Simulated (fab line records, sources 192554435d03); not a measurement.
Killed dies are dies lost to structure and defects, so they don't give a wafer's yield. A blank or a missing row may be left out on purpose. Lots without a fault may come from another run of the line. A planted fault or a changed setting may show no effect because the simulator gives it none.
Chamber matching | flow n5_finfet | N5_ILD0_CMP_07 on cmp-04: 4 sister chambers
The step polishes SiO2 flowable, stops on poly-Si, t overpolish 1.18 s, target thk 138.88 nm. 16 wafers are shown with their chamber, then 8 later ones without.

WAFERS WITH THEIR CHAMBER
wafer  | chamber | motor_current_A (A) | head_pressure_psi (psi)
L079.1 | 0       | 12.3                | 4.155
L079.4 | 3       | 12.6                | 4.159
L079.6 | 0       | 13.0                | 4.158
L080.2 | 0       | 12.2                | 4.131
L080.5 | 3       | 13.5                | 4.147
L080.6 | 0       | 12.6                | 4.145
L085.1 | 0       | 12.7                | 4.146
L085.4 | 1       | 11.4                | 4.162
L085.5 | 2       | 10.4                | 4.155
L086.1 | 1       | 11.3                | 4.153
L086.2 | 0       | 12.3                | 4.152
L086.4 | 2       | 10.7                | 4.158
L089.1 | 3       | 12.7                | 4.153
L089.3 | 1       | 11.8                | 4.132
L089.4 | 0       | 12.1                | 4.156
L090.4 | 0       | 12.7                | 4.161

SIGNATURES (means of the wafers above)
reading           | chamber 0 | chamber 1 | chamber 2 | chamber 3 | scatter within a chamber
motor_current_A   | 12.488    | 11.500    | 10.550    | 12.933    | 0.334
head_pressure_psi | 4.15050   | 4.14900   | 4.15650   | 4.15300   | 0.01
Rule: a wafer's distance from a chamber is the root of the sum, over the readings, of the square of ((its reading less the chamber's mean) divided by the reading's scatter). The wafer belongs to the nearest chamber; if the next one is less than 2 further off, it can't be placed. The scatter: the root of (the sum of the squares of (reading less its chamber's mean) over the shown wafers, divided by (wafers less chambers)).

WAFERS WITHOUT THEIR CHAMBER
wafer  | motor_current_A (A) | head_pressure_psi (psi)
L090.5 | 12.7                | 4.147
L090.6 | 10.3                | 4.148
L091.1 | 13.7                | 4.155
L091.2 | 11.0                | 4.137
L091.4 | 11.5                | 4.156
L095.1 | 10.6                | 4.160
L095.3 | 12.4                | 4.151
L095.5 | 13.2                | 4.165

WHICH CHAMBER EACH WENT THROUGH
wafer  | from the rows above     | in truth
L090.5 | can't be placed: 0 or 3 | 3
L090.6 | 2                       | 2
L091.1 | can't be placed: 3 or 0 | 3
L091.2 | can't be placed: 1 or 2 | 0
L091.4 | 1                       | 1
L095.1 | 2                       | 2
L095.3 | can't be placed: 0 or 3 | 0
L095.5 | can't be placed: 3 or 0 | 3
Placed correctly: 3 of 8. Can't be placed from these rows: 5 (the true chamber is among the candidates in 4). Placed wrongly: 0.
